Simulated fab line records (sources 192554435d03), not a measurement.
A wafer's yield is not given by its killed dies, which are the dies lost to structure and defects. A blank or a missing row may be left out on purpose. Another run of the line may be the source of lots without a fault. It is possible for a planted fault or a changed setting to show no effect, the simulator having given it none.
The tool behind it: which one? | flow n5 finfet | Sampling: 24 lots, 72 wafers, 6 of 1938 route steps

WHAT EACH GAUGE READ, for each wafer
The record lacks any reading of a measuring or inspecting step that a usual standard deviation could be used to judge.

EACH LOT AND THE TOOL THAT RAN IT (in order: tool; ch and the chambers of the sampled wafers; start)
lot  | N5_BEOL_M4_HM_DEP_02         | N5_BEOL_M4_STRIP_19                | N5_BEOL_M4_ETCH_70                 | N5_BEOL_M4_SPUTTER_79        | N5_BEOL_M4_ANNEAL_80         | N5_BEOL_M4_SPUTTER_94
L075 | pvd sputter-02, day 7 12:18  | rie diel-02 ch 0,1,2, day 7 13:26  | rie diel-02 ch 0,3, day 7 14:46    | pvd sputter-01, day 7 16:35  | pvd sputter-01, day 7 16:40  | pvd sputter-01, day 7 17:55
L074 | pvd sputter-03, day 7 13:52  | rie diel-04 ch 0,1, day 7 14:52    | rie diel-02 ch 1,2, day 7 22:22    | pvd sputter-02, day 8 00:22  | pvd sputter-02, day 8 00:26  | pvd sputter-02, day 8 01:41
L076 | pvd sputter-03, day 7 18:54  | rie diel-06 ch 0,2,3, day 7 19:47  | rie diel-04 ch 0,1, day 7 23:37    | pvd sputter-02, day 8 02:28  | pvd sputter-02, day 8 02:32  | pvd sputter-02, day 8 03:47
L077 | pvd sputter-01, day 8 04:11  | rie diel-04 ch 1,3, day 8 05:11    | rie diel-02 ch 1,2,3, day 8 07:52  | pvd sputter-01, day 8 09:37  | pvd sputter-01, day 8 09:41  | pvd sputter-01, day 8 10:56
L078 | pvd sputter-01, day 8 08:25  | rie diel-06 ch 0,3, day 8 09:19    | rie diel-02 ch 2,3, day 8 11:19    | pvd sputter-03, day 8 13:16  | pvd sputter-03, day 8 13:21  | pvd sputter-03, day 8 14:41
L079 | pvd sputter-03, day 8 16:05  | rie diel-06 ch 0,2, day 8 17:11    | rie diel-06 ch 0,3, day 8 22:48    | pvd sputter-01, day 9 00:47  | pvd sputter-01, day 9 00:52  | pvd sputter-01, day 9 02:06
L080 | pvd sputter-03, day 8 20:40  | rie diel-04 ch 0,2,3, day 8 21:47  | rie diel-04 ch 0,2,3, day 8 23:14  | pvd sputter-03, day 9 01:55  | pvd sputter-03, day 9 01:59  | pvd sputter-03, day 9 03:14
L081 | pvd sputter-01, day 9 10:35  | rie diel-06 ch 0,1, day 9 12:05    | rie diel-06 ch 0,1, day 9 15:44    | pvd sputter-02, day 9 17:44  | pvd sputter-02, day 9 17:49  | pvd sputter-02, day 9 19:04
L083 | pvd sputter-02, day 9 11:47  | rie diel-04 ch 0,1,3, day 9 12:47  | rie diel-04 ch 0,2,3, day 9 19:07  | pvd sputter-02, day 9 20:50  | pvd sputter-02, day 9 20:55  | pvd sputter-02, day 10 09:22
L082 | pvd sputter-02, day 9 14:01  | rie diel-02 ch 0,3, day 9 14:54    | rie diel-04 ch 0,2,3, day 9 19:53  | pvd sputter-01, day 9 23:10  | pvd sputter-01, day 9 23:14  | pvd sputter-01, day 10 00:29
L084 | pvd sputter-02, day 9 15:49  | rie diel-02 ch 0,1,2, day 9 16:56  | rie diel-06 ch 0,1,2, day 10 12:52 | pvd sputter-01, day 10 14:40 | pvd sputter-01, day 10 14:44 | pvd sputter-01, day 10 15:59
L085 | pvd sputter-03, day 10 07:32 | rie diel-06 ch 0,3, day 10 08:40   | rie diel-06 ch 1,2,3, day 10 15:52 | pvd sputter-01, day 10 17:38 | pvd sputter-01, day 10 17:43 | pvd sputter-01, day 10 18:57
L086 | pvd sputter-02, day 10 14:02 | rie diel-06 ch 0,2, day 10 15:05   | rie diel-04 ch 1,2,3, day 10 16:17 | pvd sputter-03, day 10 18:17 | pvd sputter-03, day 10 18:22 | pvd sputter-03, day 10 19:36
L087 | pvd sputter-01, day 10 16:23 | rie diel-06 ch 0,1,3, day 10 17:31 | rie diel-06 ch 0,1, day 10 20:25   | pvd sputter-03, day 10 22:18 | pvd sputter-03, day 10 22:23 | pvd sputter-03, day 10 23:37
L089 | pvd sputter-02, day 11 03:35 | rie diel-06 ch 0,1,2, day 11 04:47 | rie diel-02 ch 0,2,3, day 11 09:59 | pvd sputter-03, day 11 11:56 | pvd sputter-03, day 11 12:01 | pvd sputter-03, day 11 13:15
L088 | pvd sputter-02, day 11 03:41 | rie diel-06 ch 0,2, day 11 04:54   | rie diel-06 ch 0,1,2, day 11 13:23 | pvd sputter-01, day 11 15:20 | pvd sputter-01, day 11 15:25 | pvd sputter-01, day 11 16:40
L091 | pvd sputter-01, day 11 14:42 | rie diel-06 ch 0,2, day 11 16:11   | rie diel-04 ch 1,2, day 11 16:59   | pvd sputter-02, day 11 19:58 | pvd sputter-02, day 11 20:03 | pvd sputter-02, day 11 21:17
L092 | pvd sputter-03, day 11 20:55 | rie diel-06 ch 1,2,3, day 11 21:48 | rie diel-04 ch 0,2, day 12 00:53   | pvd sputter-02, day 12 03:20 | pvd sputter-02, day 12 03:25 | pvd sputter-02, day 12 04:39
L090 | pvd sputter-02, day 11 21:52 | rie diel-04 ch 2,3, day 11 23:04   | rie diel-04 ch 1,2,3, day 12 02:24 | pvd sputter-03, day 12 05:16 | pvd sputter-03, day 12 05:21 | pvd sputter-03, day 12 06:35
L093 | pvd sputter-02, day 12 20:38 | rie diel-02 ch 0,2, day 12 21:40   | rie diel-06 ch 0,1,3, day 13 00:05 | pvd sputter-03, day 13 01:40 | pvd sputter-03, day 13 01:44 | pvd sputter-03, day 13 02:59
L095 | pvd sputter-02, day 13 00:04 | rie diel-06 ch 0,1,3, day 13 01:10 | rie diel-06 ch 0,1,2, day 13 01:58 | pvd sputter-03, day 13 03:49 | pvd sputter-03, day 13 03:54 | pvd sputter-03, day 13 05:08
L094 | pvd sputter-02, day 13 00:19 | rie diel-06 ch 1,2,3, day 13 01:26 | rie diel-06 ch 0,1,2, day 13 02:34 | pvd sputter-02, day 13 04:50 | pvd sputter-02, day 13 04:55 | pvd sputter-02, day 13 06:10
L096 | pvd sputter-02, day 13 00:41 | rie diel-06 ch 2,3, day 13 01:34   | rie diel-06 ch 0,1,3, day 13 02:56 | pvd sputter-01, day 13 05:29 | pvd sputter-01, day 13 05:34 | pvd sputter-01, day 13 06:48
L097 | pvd sputter-01, day 13 01:30 | rie diel-02 ch 0,2,3, day 13 02:44 | rie diel-02 ch 0,1, day 13 04:57   | pvd sputter-02, day 13 07:12 | pvd sputter-02, day 13 07:17 | pvd sputter-02, day 13 08:31
- N5_BEOL_M4_HM_DEP_02: deposits TiN, target thk 20 nm.
- N5_BEOL_M4_STRIP_19: strips in O2.
- N5_BEOL_M4_ETCH_70: etches SOC in N2/H2, target depth 80 nm, overetch 24 nm, time 130 s.
- N5_BEOL_M4_SPUTTER_79: material Cu, target thk 4.5 nm, time 8.29 s.
- N5_BEOL_M4_ANNEAL_80: time 240 s.
- N5_BEOL_M4_SPUTTER_94: material Cu, target thk 4.5 nm, time 8.29 s.

AS READ BY THE TOOLS THEMSELVES (means over the sampled wafers that have a number; for cases with no such wafer, the mark the record gives instead)
N5_BEOL_M4_HM_DEP_02. Usual: throttle valve pct at 30.1 %, with a standard deviation of 0.43.
lot  | tool           | throttle valve pct (%) | flag
L075 | pvd sputter-02 | 30.0                   |
L074 | pvd sputter-03 | 30.3                   |
L076 | pvd sputter-03 | 30.4                   |
L077 | pvd sputter-01 | 30.1                   |
L078 | pvd sputter-01 | 29.8                   |
L079 | pvd sputter-03 | 30.0                   |
L080 | pvd sputter-03 | 29.9                   |
L081 | pvd sputter-01 | 30.1                   |
L083 | pvd sputter-02 | 30.2                   |
L082 | pvd sputter-02 | 30.4                   |
L084 | pvd sputter-02 | 30.2                   |
L085 | pvd sputter-03 | 30.1                   |
L086 | pvd sputter-02 | 29.9                   |
L087 | pvd sputter-01 | 29.7                   |
L089 | pvd sputter-02 | 29.8                   |
L088 | pvd sputter-02 | 30.0                   |
L091 | pvd sputter-01 | 29.7                   |
L092 | pvd sputter-03 | 29.8                   |
L090 | pvd sputter-02 | 30.1                   |
L093 | pvd sputter-02 | 29.9                   |
L095 | pvd sputter-02 | 30.3                   |
L094 | pvd sputter-02 | 30.2                   |
L096 | pvd sputter-02 | 30.0                   |
L097 | pvd sputter-01 | 30.3                   |

N5_BEOL_M4_STRIP_19. Usual: drypump motor current A 5.6 A, standard deviation 0.51; oes product au 0.81 a.u., standard deviation 0.088; rf vpp V 3.7 V, standard deviation 0.45; showerhead plenum p Torr 2.09 Torr, standard deviation 0.056; throttle valve pct 16.61 %, standard deviation 0.18.
lot  | tool        | drypump motor current A (A) | oes product au (a.u.) | rf vpp V (V) | showerhead plenum p Torr (Torr) | throttle valve pct (%) | flag
L075 | rie diel-02 | 5.6                         | 0.80                  | 3.8          | 2.05                            | 16.74                  |
L074 | rie diel-04 | 6.0                         | 0.81                  | 3.7          | 2.11                            | 16.38                  |
L076 | rie diel-06 | 5.6                         | 0.77                  | 3.2          | 2.06                            | 16.68                  |
L077 | rie diel-04 | 5.5                         | 0.76                  | 3.7          | 2.10                            | 16.70                  |
L078 | rie diel-06 | 5.5                         | 0.71                  | 3.8          | 2.07                            | 16.70                  |
L079 | rie diel-06 | 5.9                         | 0.75                  | 3.3          | 2.06                            | 16.63                  |
L080 | rie diel-04 | 5.6                         | 0.84                  | 3.3          | 2.12                            | 16.38                  |
L081 | rie diel-06 | 5.5                         | 0.84                  | 3.7          | 2.11                            | 16.64                  |
L083 | rie diel-04 | 5.7                         | 0.77                  | 3.6          | 2.11                            | 16.57                  |
L082 | rie diel-02 | 5.3                         | 0.92                  | 3.8          | 2.23                            | 16.47                  |
L084 | rie diel-02 | 5.5                         | 0.86                  | 3.4          | 2.13                            | 16.62                  |
L085 | rie diel-06 | 5.3                         | 0.69                  | 3.4          | 2.07                            | 16.81                  |
L086 | rie diel-06 | 5.9                         | 0.74                  | 4.1          | 2.05                            | 16.65                  |
L087 | rie diel-06 | 5.4                         | 0.76                  | 3.2          | 2.09                            | 16.75                  |
L089 | rie diel-06 | 5.7                         | 0.80                  | 3.5          | 2.08                            | 16.65                  |
L088 | rie diel-06 | 5.9                         | 0.74                  | 4.1          | 2.05                            | 16.66                  |
L091 | rie diel-06 | 6.0                         | 0.77                  | 3.4          | 2.05                            | 16.65                  |
L092 | rie diel-06 | 5.5                         | 0.89                  | 3.7          | 2.08                            | 16.59                  |
L090 | rie diel-04 | 5.4                         | 0.79                  | 3.9          | 2.10                            | 16.61                  |
L093 | rie diel-02 | 5.0                         | 0.85                  | 3.6          | 2.19                            | 16.64                  |
L095 | rie diel-06 | 5.4                         | 0.83                  | 3.8          | 2.08                            | 16.62                  |
L094 | rie diel-06 | 5.5                         | 0.87                  | 3.4          | 2.07                            | 16.61                  |
L096 | rie diel-06 | 5.4                         | 0.93                  | 3.9          | 2.05                            | 16.53                  |
L097 | rie diel-02 | 5.3                         | 0.83                  | 3.6          | 2.18                            | 16.61                  |

N5_BEOL_M4_ETCH_70. Usual: drypump motor current A 5.6 A, standard deviation 0.51; oes product au 0.60 a.u., standard deviation 0.06; rf vpp V 524.1 V, standard deviation 2; showerhead plenum p Torr 2.55 Torr, standard deviation 0.065; throttle valve pct 17.77 %, standard deviation 0.22.
lot  | tool        | drypump motor current A (A) | oes product au (a.u.) | rf vpp V (V) | showerhead plenum p Torr (Torr) | throttle valve pct (%) | flag
L075 | rie diel-02 | 5.3                         | 0.54                  | 523.0        | 2.50                            | 17.92                  |
L074 | rie diel-02 | 5.5                         | 0.62                  | 523.4        | 2.54                            | 17.90                  |
L076 | rie diel-04 | 5.8                         | 0.56                  | 524.3        | 2.54                            | 17.76                  |
L077 | rie diel-02 | 5.9                         | 0.63                  | 525.9        | 2.58                            | 17.75                  |
L078 | rie diel-02 | 5.2                         | 0.60                  | 526.6        | 2.61                            | 17.88                  |
L079 | rie diel-06 | 5.5                         | 0.52                  | 523.7        | 2.52                            | 17.92                  |
L080 | rie diel-04 | 5.7                         | 0.62                  | 524.0        | 2.57                            | 17.54                  |
L081 | rie diel-06 | 5.6                         | 0.56                  | 523.4        | 2.55                            | 17.81                  |
L083 | rie diel-04 | 5.6                         | 0.61                  | 525.6        | 2.57                            | 17.56                  |
L082 | rie diel-04 | 5.7                         | 0.61                  | 523.5        | 2.57                            | 17.55                  |
L084 | rie diel-06 | 5.7                         | 0.60                  | 523.9        | 2.53                            | 17.79                  |
L085 | rie diel-06 | 5.5                         | 0.59                  | 523.2        | 2.53                            | 17.88                  |
L086 | rie diel-04 | 5.4                         | 0.57                  | 524.2        | 2.54                            | 17.81                  |
L087 | rie diel-06 | 5.7                         | 0.56                  | 524.1        | 2.54                            | 17.83                  |
L089 | rie diel-02 | 5.3                         | 0.62                  | 528.4        | 2.65                            | 17.77                  |
L088 | rie diel-06 | 5.7                         | 0.57                  | 523.3        | 2.52                            | 17.81                  |
L091 | rie diel-04 | 5.2                         | 0.58                  | 525.0        | 2.54                            | 17.71                  |
L092 | rie diel-04 | 5.9                         | 0.59                  | 524.6        | 2.57                            | 17.40                  |
L090 | rie diel-04 | 5.4                         | 0.56                  | 523.5        | 2.54                            | 17.84                  |
L093 | rie diel-06 | 5.4                         | 0.61                  | 523.7        | 2.53                            | 17.79                  |
L095 | rie diel-06 | 5.7                         | 0.57                  | 523.6        | 2.52                            | 17.83                  |
L094 | rie diel-06 | 5.7                         | 0.57                  | 523.7        | 2.51                            | 17.84                  |
L096 | rie diel-06 | 5.4                         | 0.61                  | 522.9        | 2.53                            | 17.80                  |
L097 | rie diel-02 | 5.6                         | 0.64                  | 526.2        | 2.63                            | 17.70                  |

N5_BEOL_M4_SPUTTER_79. Usual: throttle valve pct at 30.1 %, with a standard deviation of 0.46.
lot  | tool           | throttle valve pct (%) | flag
L075 | pvd sputter-01 | 30.2                   |
L074 | pvd sputter-02 | 30.4                   |
L076 | pvd sputter-02 | 30.0                   |
L077 | pvd sputter-01 | 30.1                   |
L078 | pvd sputter-03 | 30.3                   |
L079 | pvd sputter-01 | 29.8                   |
L080 | pvd sputter-03 | 30.3                   |
L081 | pvd sputter-02 | 30.5                   |
L083 | pvd sputter-02 | 30.0                   |
L082 | pvd sputter-01 | 29.8                   |
L084 | pvd sputter-01 | 30.3                   |
L085 | pvd sputter-01 | 29.8                   |
L086 | pvd sputter-03 | 29.9                   |
L087 | pvd sputter-03 | 30.0                   |
L089 | pvd sputter-03 | 30.4                   |
L088 | pvd sputter-01 | 29.9                   |
L091 | pvd sputter-02 | 29.8                   |
L092 | pvd sputter-02 | 30.2                   |
L090 | pvd sputter-03 | 29.9                   |
L093 | pvd sputter-03 | 30.1                   |
L095 | pvd sputter-03 | 30.0                   |
L094 | pvd sputter-02 | 30.3                   |
L096 | pvd sputter-01 | 30.3                   |
L097 | pvd sputter-02 | 30.2                   |

N5_BEOL_M4_ANNEAL_80. Usual: heater power w at 862 W, with a standard deviation of 110.
lot  | tool           | heater power w (W) | flag
L075 | pvd sputter-01 | 857                |
L074 | pvd sputter-02 | 937                |
L076 | pvd sputter-02 | 896                |
L077 | pvd sputter-01 | 914                |
L078 | pvd sputter-03 | 749                |
L079 | pvd sputter-01 | 866                |
L080 | pvd sputter-03 | 791                |
L081 | pvd sputter-02 | 1029               |
L083 | pvd sputter-02 | 903                |
L082 | pvd sputter-01 | 935                |
L084 | pvd sputter-01 | 838                |
L085 | pvd sputter-01 | 924                |
L086 | pvd sputter-03 | 809                |
L087 | pvd sputter-03 | 816                |
L089 | pvd sputter-03 | 743                |
L088 | pvd sputter-01 | 925                |
L091 | pvd sputter-02 | 1007               |
L092 | pvd sputter-02 | 940                |
L090 | pvd sputter-03 | 816                |
L093 | pvd sputter-03 | 795                |
L095 | pvd sputter-03 | 817                |
L094 | pvd sputter-02 | 1044               |
L096 | pvd sputter-01 | 877                |
L097 | pvd sputter-02 | 910                |

N5_BEOL_M4_SPUTTER_94. Usual: throttle valve pct at 30.1 %, with a standard deviation of 0.45.
lot  | tool           | throttle valve pct (%) | flag
L075 | pvd sputter-01 | 30.4                   |
L074 | pvd sputter-02 | 30.4                   |
L076 | pvd sputter-02 | 29.9                   |
L077 | pvd sputter-01 | 30.2                   |
L078 | pvd sputter-03 | 30.2                   |
L079 | pvd sputter-01 | 30.0                   |
L080 | pvd sputter-03 | 30.2                   |
L081 | pvd sputter-02 | 30.3                   |
L083 | pvd sputter-02 | 30.1                   |
L082 | pvd sputter-01 | 30.0                   |
L084 | pvd sputter-01 | 30.2                   |
L085 | pvd sputter-01 | 29.8                   |
L086 | pvd sputter-03 | 29.9                   |
L087 | pvd sputter-03 | 29.9                   |
L089 | pvd sputter-03 | 30.5                   |
L088 | pvd sputter-01 | 29.8                   |
L091 | pvd sputter-02 | 29.9                   |
L092 | pvd sputter-02 | 30.1                   |
L090 | pvd sputter-03 | 30.0                   |
L093 | pvd sputter-03 | 30.1                   |
L095 | pvd sputter-03 | 30.1                   |
L094 | pvd sputter-02 | 30.3                   |
L096 | pvd sputter-01 | 30.2                   |
L097 | pvd sputter-02 | 29.9                   |

THE ANSWER, worked out from the rows above alone
Rule: a lot is off if the mean of its wafers that have a number lies more than 3 standard deviations from the usual mean. A lot without any number at a reading at which 4 lots or more have one is off too. Where the step has rows for the other lots, those lots are counted as sound. Order of review: gauges by route order, followed by the tools' own readings, for which a lot's mean as printed above is used. The first step at which some lot is off is used, and at that step the reading that is off furthest; a lot without a number counts as furthest.
No lot is off on any of the readings shown, so nothing can be concluded from this.

WHAT WAS PUT IN BY THE SIMULATOR
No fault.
